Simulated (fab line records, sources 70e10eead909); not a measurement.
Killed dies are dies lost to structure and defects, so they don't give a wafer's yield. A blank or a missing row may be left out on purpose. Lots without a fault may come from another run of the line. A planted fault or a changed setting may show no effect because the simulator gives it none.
Chamber matching | flow nand_harc | NHARC_A_STAIRCASE_DESCUM_312 on rie_diel-12: 4 sister chambers
The step chemistry O2, time 3 s. 16 wafers are shown with their chamber, then 8 later ones without.

WAFERS WITH THEIR CHAMBER
wafer  | chamber | drypump_motor_current_A (A) | showerhead_plenum_p_Torr (Torr) | oes_product_au (a.u.)
L078.1 | 2       | 5.5                         | 1.91                            | 0.997
L078.2 | 0       | 5.8                         | 1.91                            | 0.981
L078.5 | 3       | 4.7                         | 1.86                            | 1.007
L080.1 | 2       | 5.5                         | 1.91                            | 1.002
L080.4 | 1       | 6.0                         | 1.99                            | 0.975
L080.6 | 1       | 6.0                         | 1.99                            | 0.978
L083.2 | 0       | 5.8                         | 1.91                            | 0.987
L083.5 | 0       | 5.8                         | 1.91                            | 0.982
L083.6 | 3       | 4.7                         | 1.86                            | 0.993
L084.1 | 0       | 5.8                         | 1.90                            | 0.987
L084.4 | 2       | 5.4                         | 1.91                            | 1.005
L084.5 | 3       | 4.7                         | 1.85                            | 0.993
L088.2 | 2       | 5.4                         | 1.90                            | 1.014
L088.4 | 1       | 6.0                         | 1.98                            | 0.984
L088.6 | 2       | 5.5                         | 1.90                            | 1.013
L089.4 | 2       | 5.5                         | 1.90                            | 1.002

SIGNATURES (means of the wafers above)
reading                  | chamber 0 | chamber 1 | chamber 2 | chamber 3 | scatter within a chamber
drypump_motor_current_A  | 5.800     | 6.000     | 5.467     | 4.700     | 0.0333
showerhead_plenum_p_Torr | 1.9075    | 1.9867    | 1.9050    | 1.8567    | 0.00546
oes_product_au           | 0.98425   | 0.97900   | 1.00550   | 0.99767   | 0.00598
Rule: a wafer's distance from a chamber is the root of the sum, over the readings, of the square of ((its reading less the chamber's mean) divided by the reading's scatter). The wafer belongs to the nearest chamber; if the next one is less than 2 further off, it can't be placed. The scatter: the root of (the sum of the squares of (reading less its chamber's mean) over the shown wafers, divided by (wafers less chambers)).

WAFERS WITHOUT THEIR CHAMBER
wafer  | drypump_motor_current_A (A) | showerhead_plenum_p_Torr (Torr) | oes_product_au (a.u.)
L089.5 | 5.4                         | 1.90                            | 1.013
L089.6 | 4.7                         | 1.85                            | 0.987
L093.1 | 4.7                         | 1.85                            | 0.986
L093.2 | 5.5                         | 1.90                            | 1.006
L093.3 | 6.0                         | 1.98                            | 0.983
L092.1 | 6.0                         | 1.98                            | 0.979
L092.3 | 5.4                         | 1.90                            | 1.017
L092.5 | 6.0                         | 1.98                            | 0.973

WHICH CHAMBER EACH WENT THROUGH
wafer  | from the rows above | in truth
L089.5 | 2                   | 2
L089.6 | 3                   | 3
L093.1 | 3                   | 3
L093.2 | 2                   | 2
L093.3 | 1                   | 1
L092.1 | 1                   | 1
L092.3 | 2                   | 2
L092.5 | 1                   | 1
Placed correctly: 8 of 8. Can't be placed from these rows: 0. Placed wrongly: 0.
